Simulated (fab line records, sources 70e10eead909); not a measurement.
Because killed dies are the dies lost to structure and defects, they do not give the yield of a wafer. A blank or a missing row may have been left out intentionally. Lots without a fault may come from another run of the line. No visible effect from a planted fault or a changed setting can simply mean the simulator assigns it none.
A single fault, viewed from 2 desks | flow nand-harc | each desk holds nothing but its own numbers, with what lay behind them at the end

## THE DEFECT DESK
Counts from the inspections along the route, per lot, as means over the sampled wafers that have a number. Any lot whose mean is over 4 standard deviations away from the usual mean is out of limits and marked OUT; that distance is given in the brackets.
Columns: A = raw-defect-count at NHARC_P_STI_INSPECT_11, usual 6
lot  | first seen here | A
L331 | day 3 00:49     | 4
L333 | day 3 14:44     | 3
L334 | day 4 01:10     | 5
L338 | day 5 21:08     | 8
L339 | day 6 05:17     | 5
L341 | day 6 23:54     | 8
L344 | day 8 04:58     | 44 (+12) OUT
L346 | day 9 02:22     | 6
L352 | day 11 13:16    | 4
L353 | day 12 00:35    | 10
L354 | day 12 08:59    | 2
This desk finds L344 out of limits, L344 being first, at day 8 04:58 (raw-defect-count at NHARC_P_STI_INSPECT_11). Within limits: L331, L333, L334, L338, L339, L341, L346, L352, L353, L354.

## TOOL OWNER'S DESK, lpcvd-02
The tool's own readings at NHARC_P_STI_HM_DEP_30 (deposits Si3N4, target thk 80 nm, time 873 s): means of the sampled wafers that have a number, for each lot that ran on this tool. Any lot whose mean is over 4 standard deviations away from the usual mean is out of limits and marked OUT; that distance is given in the brackets.
Columns: A = spike-tc-bottom-C at NHARC_P_STI_HM_DEP_30, usual 807 C; B = spike-tc-lower-C at NHARC_P_STI_HM_DEP_30, usual 789.7 C; C = spike-tc-top-C at NHARC_P_STI_HM_DEP_30, usual 801.4 C
lot  | first seen here | A   | B     | C
L331 | day 2 20:43     | 801 | 791.6 | 802.1
L338 | day 5 16:54     | 810 | 791.4 | 800.1
L341 | day 6 19:39     | 800 | 790.6 | 802.1
L344 | day 8 00:44     | 800 | 789.8 | 801.8
L352 | day 11 09:05    | 811 | 790.7 | 800.6
Result from this desk: across the 5 lots, nothing is out of limits.

## ALL TOGETHER
The defect desk could have raised an alarm at day 8 04:58, on L344.
The tool owner's desk saw nothing out of limits.
The tool owner's desk has L344 on record, within its limits.
All the named lots went through NHARC_P_STI_HM_DEP_30 on lpcvd-02.

## WHAT HAD BEEN PUT IN BY THE SIMULATOR
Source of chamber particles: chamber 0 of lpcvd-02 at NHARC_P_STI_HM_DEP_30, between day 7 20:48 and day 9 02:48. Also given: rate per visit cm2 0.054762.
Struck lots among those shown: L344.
Hours from the fault's start to each desk's first reading out of limits: the defect desk, 8.
